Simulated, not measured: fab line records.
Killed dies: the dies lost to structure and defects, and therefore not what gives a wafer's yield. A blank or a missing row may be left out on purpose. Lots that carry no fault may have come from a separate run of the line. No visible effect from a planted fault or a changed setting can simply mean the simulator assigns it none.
Check for tools in common	flow n5_finfet	11 lots and 30 wafers in the sample

== WHY THIS WAS OPENED ==
Flagged at N5_BEOL_M14_INSPECT_55: reading raw_defect_count, on 2 of 11 lots. No-fault wafers: 73, standard deviation 24.
Rule: a lot is flagged when every wafer of it that has a number lies more than 4 standard deviations from that mean, or none has a number. The rest of the lots are taken to be sound.

lot	measured	on	raw_defect_count, wafer by wafer	flag
L799	day 11 23:41	defect_inspect-02	49 50 67	
L803	day 12 17:53	defect_inspect-02	79 91 68	
L802	day 12 18:04	defect_inspect-02	60 77 67	
L804	day 13 08:29	defect_inspect-02	62 75 72	
L809	day 14 04:21	defect_inspect-01	853 818	FLAGGED
L810	day 14 09:14	defect_inspect-02	869 928 952	FLAGGED
L816	day 16 00:10	defect_inspect-01	102 69	
L815	day 16 02:41	defect_inspect-02	114 98 74	
L818	day 16 14:00	defect_inspect-01	68 93 134	
L822	day 17 17:31	defect_inspect-01	110 80 61	
L821	day 18 16:53	defect_inspect-02	68 75	
The mean of the flagged lots' numbers is 884, +811 from the usual (+34 standard deviations).

== EACH LOT AND THE TOOL IT RAN ON ==
The record holds 3 process steps before the reading, out of a route of 1938 steps. Each cell gives the tool, then ch followed by the chambers the sampled wafers passed through, then the start.
lot	flag	N5_BEOL_M14_ETCH_38	N5_BEOL_M14_SPUTTER_43	N5_BEOL_M14_PRE_CLEAN_52
L799		rie_diel-06 ch 0,1,2, day 11 22:27 or earlier	pvd_sputter-02, day 11 22:27	pecvd-03 ch 1,2, day 11 23:34
L803		rie_diel-01 ch 1,2,3, day 12 16:40 or earlier	pvd_sputter-02, day 12 16:40	pecvd-01 ch 0,1, day 12 17:46
L802		rie_diel-06 ch 0,1,2, day 12 16:51 or earlier	pvd_sputter-03, day 12 16:51	pecvd-03 ch 1,2, day 12 17:56
L804		rie_diel-01 ch 0,1, day 13 07:17 or earlier	pvd_sputter-02, day 13 07:17	pecvd-03 ch 0,1,2, day 13 08:22
L809	FLAGGED	rie_diel-06 ch 0, day 14 03:08 or earlier	pvd_sputter-01, day 14 03:08	pecvd-03 ch 2, day 14 04:14
L810	FLAGGED	rie_diel-06 ch 0,1, day 14 08:01 or earlier	pvd_sputter-01, day 14 08:01	pecvd-03 ch 0,1,2, day 14 09:07
L816		rie_diel-06 ch 0,2, day 15 22:41 or earlier	pvd_sputter-01, day 15 22:41	pecvd-01 ch 0, day 16 00:03
L815		rie_diel-01 ch 2,3, day 16 01:28 or earlier	pvd_sputter-01, day 16 01:28	pecvd-04 ch 0,1,2, day 16 02:34
L818		rie_diel-01 ch 0,1,2, day 16 12:47 or earlier	pvd_sputter-02, day 16 12:47	pecvd-01 ch 0,1, day 16 13:53
L822		rie_diel-01 ch 2,3, day 17 16:05 or earlier	pvd_sputter-03, day 17 16:05	pecvd-03 ch 0,2, day 17 17:22
L821		rie_diel-06 ch 0,3, day 18 15:41 or earlier	pvd_sputter-02, day 18 15:41	pecvd-03 ch 0,2, day 18 16:47
What is done by these steps:
- N5_BEOL_M14_ETCH_38: etches SiCN in CF4/N2, target depth 106.5 nm, time 120.6 s.
- N5_BEOL_M14_SPUTTER_43: material TaN, target thk 15 nm, time 24.19 s.
- N5_BEOL_M14_PRE_CLEAN_52: time 15 s.
- N5_BEOL_M14_INSPECT_55: inspects for defects (darkfield).

== FLAGGED OVER TOTAL, TOOL BY TOOL (the gauges that took the reading come last) ==
step	tool	lots run	flagged	share of the flagged lots	sound lots run after its first flagged lot
N5_BEOL_M14_ETCH_38	rie_diel-01	5	0	none	-
N5_BEOL_M14_ETCH_38	rie_diel-06	6	2	all	2 (L816,L821)
N5_BEOL_M14_SPUTTER_43	pvd_sputter-01	4	2	all	2 (L816,L815)
N5_BEOL_M14_SPUTTER_43	pvd_sputter-02	5	0	none	-
N5_BEOL_M14_SPUTTER_43	pvd_sputter-03	2	0	none	-
N5_BEOL_M14_PRE_CLEAN_52	pecvd-01	3	0	none	-
N5_BEOL_M14_PRE_CLEAN_52	pecvd-03	7	2	all	2 (L822,L821)
N5_BEOL_M14_PRE_CLEAN_52	pecvd-04	1	0	none	-
N5_BEOL_M14_INSPECT_55	defect_inspect-01	4	1	some	3 (L816,L818,L822)
N5_BEOL_M14_INSPECT_55	defect_inspect-02	7	1	some	2 (L815,L821)
N5_BEOL_M14_ETCH_38: start missing for some lots; hours and lot order therefore follow N5_BEOL_M14_SPUTTER_43.

== WHAT THE TABLE ALLOWS ==
All flagged lots were run by 3 table rows, namely rie_diel-06 at N5_BEOL_M14_ETCH_38, pvd_sputter-01 at N5_BEOL_M14_SPUTTER_43, pecvd-03 at N5_BEOL_M14_PRE_CLEAN_52.
- rie_diel-06 at N5_BEOL_M14_ETCH_38 ran 6 lots, 2 of them flagged. Sound lots followed the first flagged one (L816, L821) on it, something a lasting fault affecting the whole tool could not allow.
- pvd_sputter-01 at N5_BEOL_M14_SPUTTER_43 ran 4 lots, 2 of them flagged. Sound lots followed the first flagged one (L816, L815) on it, something a lasting fault affecting the whole tool could not allow.
- pecvd-03 at N5_BEOL_M14_PRE_CLEAN_52 ran 7 lots, 2 of them flagged. Sound lots followed the first flagged one (L822, L821) on it, something a lasting fault affecting the whole tool could not allow.
There is no row in the table that ran each flagged lot and no sound lot after the first.

== WHAT THE SIMULATOR HAD INSERTED ==
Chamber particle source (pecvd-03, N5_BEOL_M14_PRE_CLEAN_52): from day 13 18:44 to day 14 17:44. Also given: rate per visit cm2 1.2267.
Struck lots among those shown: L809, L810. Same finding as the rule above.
